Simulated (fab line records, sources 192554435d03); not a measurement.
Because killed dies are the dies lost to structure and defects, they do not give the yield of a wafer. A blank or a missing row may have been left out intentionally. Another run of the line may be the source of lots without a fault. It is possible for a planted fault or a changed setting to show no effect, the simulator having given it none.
Which of the tools did it?    flow n5-finfet    31 wafers from 11 lots sampled at 5 of the route's 1938 steps

== WHAT THE GAUGES READ, wafer by wafer ==
N5_BEOL_M4_RC_MEAS_101.
lot   measured      on         DIBL_N (mV/V)   DIBL_P (mV/V)   IOFF_N (nA/um)  IOFF_P (nA/um)  ION_N (uA/um)  ION_P (uA/um)  SS_N (mV/dec)   SS_P (mV/dec)   VT_N (mV)    VT_P (mV)
L953  day 8 01:49   prober-01  40.2 36.2 35.2  39.4 35.4 33.2  0.24 0.16 0.12  0.28 0.19 0.16  688 679 653    460 461 446    72.3 71.2 71.2  72.9 72.6 72.5  244 250 254  -246 -251 -254
L956  day 8 19:18   prober-02  33.0 35.9 35.8  31.4 35.7 35.9  0.10 0.15 0.14  0.14 0.19 0.20  658 667 672    456 461 464    71.1 71.4 71.2  71.6 73.1 73.4  256 253 252  -255 -254 -253
L958  day 9 13:10   prober-01  34.6 39.0 37.8  33.7 39.7 38.0  0.13 0.23 0.19  0.17 0.27 0.25  665 695 684    451 472 464    71.7 72.1 71.8  72.1 73.6 74.3  253 245 248  -254 -248 -248
L959  day 9 16:16   prober-02  35.2 34.3 34.7  35.5 34.4 35.5  0.16 0.14 0.16  0.21 0.19 0.21  673 659 670    459 455 465    70.9 71.2 71.2  73.5 71.9 73.0  247 251 249  -252 -253 -251
L962  day 9 21:37   prober-01  39.5 35.5 36.1  39.5 35.5 35.8  0.22 0.15 0.15  0.33 0.23 0.22  698 680 677    484 472 468    72.3 71.4 72.1  74.4 73.7 73.2  248 248 253  -241 -245 -247
L963  day 10 00:35  prober-02  36.4 36.1       38.1 37.2       0.17 0.16       0.24 0.21       674 667        467 455        72.1 71.4       74.4 74.4       252 251      -249 -252
L964  day 10 21:47  prober-02  35.7 37.9 36.9  35.9 37.6 37.3  0.16 0.19 0.18  0.18 0.21 0.20  676 662 679    459 452 452    71.1 72.6 71.7  72.8 73.9 73.5  248 249 247  -253 -251 -253
L965  day 11 02:34  prober-02  39.9 36.0       40.9 37.5       0.24 0.17       0.29 0.23       703 685        474 474        72.0 71.5       73.6 73.0       242 248      -246 -247
L972  day 12 22:41  prober-01  36.9 36.8 36.6  38.1 37.3 38.4  0.18 0.17 0.18  0.24 0.22 0.24  683 684 682    467 467 470    71.5 71.8 71.5  73.7 73.6 74.0  247 248 248  -249 -248 -246
L975  day 13 05:31  prober-02  36.2 34.7 35.2  34.5 33.2 33.5  0.15 0.13 0.14  0.20 0.17 0.18  660 667 661    455 455 450    72.0 70.9 71.3  73.7 73.3 73.4  249 250 251  -250 -255 -251
L976  day 13 08:58  prober-02  36.2 38.1 38.4  35.5 37.5 38.9  0.14 0.18 0.20  0.17 0.20 0.23  662 671 693    453 455 465    71.2 71.8 71.8  73.1 73.8 74.1  253 248 248  -256 -251 -253

== WHICH TOOL RAN EACH LOT (tool, then ch and the chambers of the sampled wafers, then the start) ==
lot   N5_BEOL_M3_SURFACE_TREAT_85   N5_BEOL_M3_CVD_47                 N5_BEOL_M3_ANNEAL_49          N5_BEOL_M3_SPUTTER_86
L953  pvd-sputter-03, day 7 05:58   cvd-co-01 ch 1,2, day 7 06:02     pvd-sputter-03, day 7 06:26   pvd-sputter-03, day 7 07:01
L956  pvd-sputter-02, day 8 03:45   cvd-co-02 ch 0,1,2, day 8 03:49   pvd-sputter-02, day 8 04:03   pvd-sputter-02, day 8 04:38
L958  pvd-sputter-01, day 8 19:47   cvd-co-01 ch 0,1,2, day 8 19:55   pvd-sputter-01, day 8 20:17   pvd-sputter-01, day 8 20:52
L959  pvd-sputter-03, day 8 23:17   cvd-co-01 ch 0,2, day 8 23:34     pvd-sputter-02, day 9 00:06   pvd-sputter-02, day 9 00:41
L962  pvd-sputter-01, day 9 09:27   cvd-co-02 ch 0,2, day 9 09:31     pvd-sputter-01, day 9 09:47   pvd-sputter-01, day 9 10:22
L963  pvd-sputter-01, day 9 09:34   cvd-co-01 ch 0,2, day 9 09:41     pvd-sputter-03, day 9 10:52   pvd-sputter-03, day 9 11:26
L964  pvd-sputter-01, day 10 07:05  cvd-co-01 ch 0,1,2, day 10 07:22  pvd-sputter-01, day 10 09:22  pvd-sputter-01, day 10 09:56
L965  pvd-sputter-02, day 10 12:10  cvd-co-01 ch 0, day 10 12:18      pvd-sputter-01, day 10 12:42  pvd-sputter-01, day 10 13:17
L972  pvd-sputter-03, day 12 06:51  cvd-co-02 ch 0,2, day 12 07:02    pvd-sputter-03, day 12 07:17  pvd-sputter-03, day 12 07:52
L975  pvd-sputter-02, day 12 16:28  cvd-co-02 ch 0,2, day 12 16:31    pvd-sputter-02, day 12 16:50  pvd-sputter-02, day 12 17:25
L976  pvd-sputter-01, day 12 19:12  cvd-co-02 ch 0,1,2, day 12 19:16  pvd-sputter-02, day 12 19:32  pvd-sputter-02, day 12 20:07
- N5_BEOL_M3_SURFACE_TREAT_85
- N5_BEOL_M3_CVD_47: deposits Co from CCTBA/H2, target thk 3 nm, time 223.8 s.
- N5_BEOL_M3_ANNEAL_49: time 240 s.
- N5_BEOL_M3_SPUTTER_86: material Cu, target thk 4.5 nm, time 8.29 s.

== WHAT THE TOOLS THEMSELVES READ (means of the sampled wafers that have a number; where no wafer has one, the mark that the record gives instead) ==
N5_BEOL_M3_SURFACE_TREAT_85.
lot   tool            ar-flow-sccm (sccm)
L953  pvd-sputter-03  30.00
L956  pvd-sputter-02  29.95
L958  pvd-sputter-01  30.13
L959  pvd-sputter-03  29.97
L962  pvd-sputter-01  30.08
L963  pvd-sputter-01  29.89
L964  pvd-sputter-01  30.05
L965  pvd-sputter-02  29.85
L972  pvd-sputter-03  29.95
L975  pvd-sputter-02  29.98
L976  pvd-sputter-01  29.96

N5_BEOL_M3_CVD_47.
lot   tool       run-length-s (s)
L953  cvd-co-01  246.7
L956  cvd-co-02  246.7
L958  cvd-co-01  246.8
L959  cvd-co-01  247.3
L962  cvd-co-02  246.8
L963  cvd-co-01  307.9
L964  cvd-co-01  328.3
L965  cvd-co-01  369.4
L972  cvd-co-02  246.6
L975  cvd-co-02  247.1
L976  cvd-co-02  246.8

N5_BEOL_M3_ANNEAL_49.
lot   tool            heater-power-w (W)
L953  pvd-sputter-03  814
L956  pvd-sputter-02  793
L958  pvd-sputter-01  850
L959  pvd-sputter-02  718
L962  pvd-sputter-01  783
L963  pvd-sputter-03  785
L964  pvd-sputter-01  764
L965  pvd-sputter-01  844
L972  pvd-sputter-03  865
L975  pvd-sputter-02  746
L976  pvd-sputter-02  813

N5_BEOL_M3_SPUTTER_86.
lot   tool            substrate-temp-c (C)  throttle-valve-pct (%)
L953  pvd-sputter-03  -19.94                31.0
L956  pvd-sputter-02  -20.05                30.1
L958  pvd-sputter-01  -20.07                29.3
L959  pvd-sputter-02  -19.97                29.5
L962  pvd-sputter-01  -19.94                29.9
L963  pvd-sputter-03  -20.06                30.9
L964  pvd-sputter-01  -20.06                29.4
L965  pvd-sputter-01  -19.98                30.9
L972  pvd-sputter-03  -20.04                29.6
L975  pvd-sputter-02  -20.05                29.3
L976  pvd-sputter-02  -20.00                30.1

== THE ANSWER, worked out from the rows above alone ==
Rule: the usual values come from the lots themselves. Put in order of their means at a reading, lots are off if they are a third of the lots or fewer, leave a main group of 4 or more, and stand apart from it by a gap of 3 or more times the standard deviation of the main group's means; of several such gaps the widest counts. The tables above print the reading to a certain number of digits; a main group whose means all agree to those digits is not used. A lot without any number at a reading at which 4 lots or more have one is off too. All remaining lots with rows at the step are treated as sound. First the gauges in route order, then the tools' own readings, where a lot's mean is used as printed above. At the first step where some lot is off, the reading lying furthest off is the one used; lots without a number count as furthest.
Off: L963, L964, L965 (N5_BEOL_M3_CVD_47, run-length-s). The main group: mean 246.8 s, standard deviation 0.22.
A tool fits if, at that step or a process step before it, it ran every lot that is off, and no sound lot after the first of them. One fits: N5_BEOL_M3_CVD_47 on cvd-co-01. A fault onset in the window from L959 (day 8 23:34, its last sound lot) to L963 (day 9 09:41, its first lot off) fits.
On the lots that are off, the tool's own readings at N5_BEOL_M3_CVD_47 differ by more than 5 times the standard deviation of the sound lots' means, which bears it out; run-length-s reads 335.2 s there versus 246.8 s on the sound lots.

== WHAT THE SIMULATOR PUT IN ==
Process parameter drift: cvd-co-01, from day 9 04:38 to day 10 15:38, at N5_BEOL_M3_CVD_47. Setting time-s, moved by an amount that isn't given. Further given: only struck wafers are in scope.
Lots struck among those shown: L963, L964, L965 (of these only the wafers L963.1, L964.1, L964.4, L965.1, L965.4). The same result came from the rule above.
